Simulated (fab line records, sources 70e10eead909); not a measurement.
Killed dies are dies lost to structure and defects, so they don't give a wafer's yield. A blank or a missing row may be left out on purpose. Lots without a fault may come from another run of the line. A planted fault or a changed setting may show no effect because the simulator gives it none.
Chamber matching | flow nand_harc | NHARC_P_GATE_DESCUM_48 on rie_diel-08: 4 sister chambers
The step chemistry O2, time 3 s. 16 wafers are shown with their chamber, then 8 later ones without.

WAFERS WITH THEIR CHAMBER
wafer  | chamber | showerhead_plenum_p_Torr (Torr) | drypump_motor_current_A (A) | oes_product_au (a.u.)
L311.2 | 0       | 1.78                            | 5.9                         | 1.017
L311.3 | 1       | 1.95                            | 6.1                         | 0.999
L311.4 | 2       | 1.94                            | 5.3                         | 1.024
L319.3 | 3       | 2.04                            | 5.7                         | 0.989
L319.4 | 1       | 1.94                            | 6.1                         | 0.997
L319.6 | 1       | 1.94                            | 6.1                         | 1.006
L322.1 | 0       | 1.78                            | 6.0                         | 1.001
L322.3 | 2       | 1.94                            | 5.3                         | 1.013
L322.6 | 0       | 1.78                            | 6.0                         | 1.017
L323.1 | 2       | 1.94                            | 5.3                         | 1.010
L323.5 | 2       | 1.94                            | 5.3                         | 1.008
L323.6 | 3       | 2.04                            | 5.7                         | 0.988
L326.3 | 1       | 1.94                            | 6.1                         | 1.007
L326.4 | 3       | 2.04                            | 5.7                         | 1.012
L326.6 | 2       | 1.94                            | 5.3                         | 1.010
L327.2 | 2       | 1.94                            | 5.3                         | 1.019

SIGNATURES (means of the wafers above)
reading                  | chamber 0 | chamber 1 | chamber 2 | chamber 3 | scatter within a chamber
showerhead_plenum_p_Torr | 1.7800    | 1.9425    | 1.9400    | 2.0400    | 0.0025
drypump_motor_current_A  | 5.967     | 6.100     | 5.300     | 5.700     | 0.0236
oes_product_au           | 1.01167   | 1.00225   | 1.01400   | 0.99633   | 0.00821
Rule: a wafer's distance from a chamber is the root of the sum, over the readings, of the square of ((its reading less the chamber's mean) divided by the reading's scatter). The wafer belongs to the nearest chamber; if the next one is less than 2 further off, it can't be placed. The scatter: the root of (the sum of the squares of (reading less its chamber's mean) over the shown wafers, divided by (wafers less chambers)).

WAFERS WITHOUT THEIR CHAMBER
wafer  | showerhead_plenum_p_Torr (Torr) | drypump_motor_current_A (A) | oes_product_au (a.u.)
L327.3 | 2.04                            | 5.7                         | 1.019
L327.6 | 2.04                            | 5.7                         | 1.014
L328.3 | 2.04                            | 5.8                         | 0.990
L328.4 | 1.78                            | 5.9                         | 1.000
L328.6 | 1.94                            | 6.1                         | 1.007
L329.1 | 1.94                            | 5.3                         | 1.003
L329.3 | 2.04                            | 5.7                         | 0.994
L329.6 | 1.94                            | 6.1                         | 1.004

WHICH CHAMBER EACH WENT THROUGH
wafer  | from the rows above | in truth
L327.3 | 3                   | 3
L327.6 | 3                   | 3
L328.3 | 3                   | 3
L328.4 | 0                   | 0
L328.6 | 1                   | 1
L329.1 | 2                   | 2
L329.3 | 3                   | 3
L329.6 | 1                   | 1
Placed correctly: 8 of 8. Can't be placed from these rows: 0. Placed wrongly: 0.
